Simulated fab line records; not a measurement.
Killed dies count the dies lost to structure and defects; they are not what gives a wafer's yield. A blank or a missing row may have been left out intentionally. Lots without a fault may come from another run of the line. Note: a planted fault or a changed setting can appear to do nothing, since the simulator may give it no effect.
Split-lot study	flow n5-finfet	route with 1938 steps; 7 lots, 21 wafers read

## THE SPLIT
At N5_BEOL_M4_TRENCH_ETCH_37 (etches SiOC in C4F6/O2, target depth 55.555 nm, time 29.2 s), the setting time-s was moved away from the recipe's 29.2 s on 5 of the 21 wafers read, by -14.6% to +20.7%. This setting was run at the recipe's value on the other wafers.

## FROM THE SPLIT TO THE READING: what the file shows between them, 13 steps
- N5_BEOL_M4_ETCH_41: etches SiCN in CH3F/O2, target depth 29.9 nm, time 52.5 s
- N5_BEOL_M4_STRIP_97: strips in N2/H2, time 10 s
- N5_BEOL_M4_OCD_MEAS_38
- N5_BEOL_M4_HM_STRIP_39: strips TiN in peroxide tin strip, target depth 25 nm, time 158 s
- N5_BEOL_M4_SRD_40: time 30 s
- N5_BEOL_M4_ECD_50: material Cu, target thk 300 nm
- N5_BEOL_M4_ANNEAL_51: time 90 s
- N5_BEOL_M4_CMP_52: polishes, stops on SiOC, t overpolish 6.8 s, target thk 40 nm
- N5_BEOL_M4_THK_MEAS_53: measures by xrf
- N5_BEOL_M4_PRE_CLEAN_60: time 15 s
- N5_BEOL_M4_CO_CAP_55: material Co, precursor CCTBA/H2, target thk 2 nm, time 102.1 s
- N5_BEOL_M4_PRE_CLEAN_56: time 15 s
- N5_BEOL_M4_DEP_57: deposits SiCN from 3MS/NH3, target thk 8 nm, time 14 s

## THE READING
Measured at N5_BEOL_M4_RS_MEAS_58 by four-point probe: M4_RS, in ohm/sq. Typical for fault-free wafers on this fab line: 0.68 ohm/sq, with standard deviation 0.039 ohm/sq.

wafer	tool, chamber at the split	time-s as run, s	against the recipe	M4_RS, ohm/sq	against lot-mates on the recipe
L078.3	rie-diel-06, 0	29.2	recipe	0.72	-
L078.4	rie-diel-06, 3	35.25	+20.7%	0.48	-0.24
L078.6	rie-diel-06, 3	35.25	+20.7%	0.48	-0.24
L085.2	rie-diel-05, 2	31.82	+9.0%	0.57	-0.14
L085.3	rie-diel-05, 3	29.2	recipe	0.71	-
L085.5	rie-diel-05, 1	31.82	+9.0%	0.58	-0.13
L084.1	rie-diel-04, 2	29.2	recipe	0.72	-
L084.3	rie-diel-04, 3	29.2	recipe	0.68	-
L084.5	rie-diel-04, 3	24.94	-14.6%	0.96	+0.26
L087.1	rie-diel-06, 2	29.2	recipe	0.72	-
L087.2	rie-diel-06, 1	29.2	recipe	0.66	-
L087.6	rie-diel-06, 1	29.2	recipe	0.66	-
L091.1	rie-diel-05, 1	29.2	recipe	0.72	-
L091.3	rie-diel-05, 0	29.2	recipe	0.68	-
L091.5	rie-diel-05, 2	29.2	recipe	0.68	-
L096.1	rie-diel-05, 2	29.2	recipe	0.74	-
L096.4	rie-diel-05, 1	29.2	recipe	0.66	-
L096.5	rie-diel-05, 3	29.2	recipe	0.76	-
L097.1	rie-diel-04, 0	29.2	recipe	0.66	-
L097.2	rie-diel-04, 3	29.2	recipe	0.66	-
L097.4	rie-diel-04, 1	29.2	recipe	0.70	-

THE FIT
A straight line over all 21 wafers: M4_RS changes by -0.0124 ohm/sq for each +1% of time-s; r = -0.93; the points scatter about the line by 0.037 ohm/sq.
The same after taking each lot's own level away (the mean of its wafers on the recipe; 21 wafers): -0.0133 ohm/sq for each +1%; r = -0.96; scatter 0.031 ohm/sq.
That fit puts the effect of the largest move of time-s on the reading at 0.28 ohm/sq.
Measured against the standard deviation above, the lots' own levels, which go from 0.673 to 0.720 ohm/sq, span 1.2 times it.
Consequently the slope shifts little with the lot-to-lot level, the two slopes agreeing.
Check: -0.287 ohm/sq against its lot-mates is what the line predicts for one of the wafers moved furthest among these (+20.7%) when that wafer is left out of the fit. Against them it came out at -0.24 ohm/sq.

## OTHER SPLITS ON THESE WAFERS
Before the reading, these wafers also passed through other splits. Each is held against what the fit with the lots' levels taken away leaves over:
other split on the same wafers	wafers away from the commonest value	r with M4_RS (lot level and that fit taken away)
N5_BEOL_M1_ETCH_70 source-w	6	+0.07
N5_BEOL_M2_ILD_DEP_00 time-s	7	-0.20
N5_BEOL_M2_DEP_57 time-s	7	-0.12
N5_BEOL_M3_COAT_05 spin-rpm	8	-0.03
N5_BEOL_M4_HM_DEP_02 target-thk-a	4	-0.10
N5_BEOL_M4_COAT_05 spin-rpm	7	+0.04

## THE WHOLE CHAIN: every reading that the file lists as answering this split, in the file's order
step	what it does	reading	change (the file's fit)	r (the file's)
N5_BEOL_M4_TRENCH_ETCH_37	etches SiOC in C4F6/O2, target depth 55.555 nm, time 29.2 s	BEOL_M4.feature-depth-nm (the simulator's own value, which no gauge read)	+0.622 nm for each +1% of the setting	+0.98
N5_BEOL_M4_TRENCH_ETCH_37	etches SiOC in C4F6/O2, target depth 55.555 nm, time 29.2 s	etch.depth-nm (the simulator's own value, which no gauge read)	+0.621 nm for each +1% of the setting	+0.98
N5_BEOL_M4_OCD_MEAS_38		trench-depth-nm	+0.619 nm for each +1% of the setting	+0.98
N5_BEOL_M4_CMP_52	polishes, stops on SiOC, t overpolish 6.8 s, target thk 40 nm	Cu_of_BEOL_M4_ECD_50.thk-nm (the simulator's own value, which no gauge read)	+0.661 nm for each +1% of the setting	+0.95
N5_BEOL_M4_THK_MEAS_53	measures by xrf	M4_THK	+0.645 for each +1% of the setting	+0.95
N5_BEOL_M4_RS_MEAS_58	measures by four-point-probe	M4_RS	-0.0137 for each +1% of the setting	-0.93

## THE FILE'S OWN FIT
M4_RS changes by -0.0137 ohm/sq for each +1% of time-s, r = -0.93.
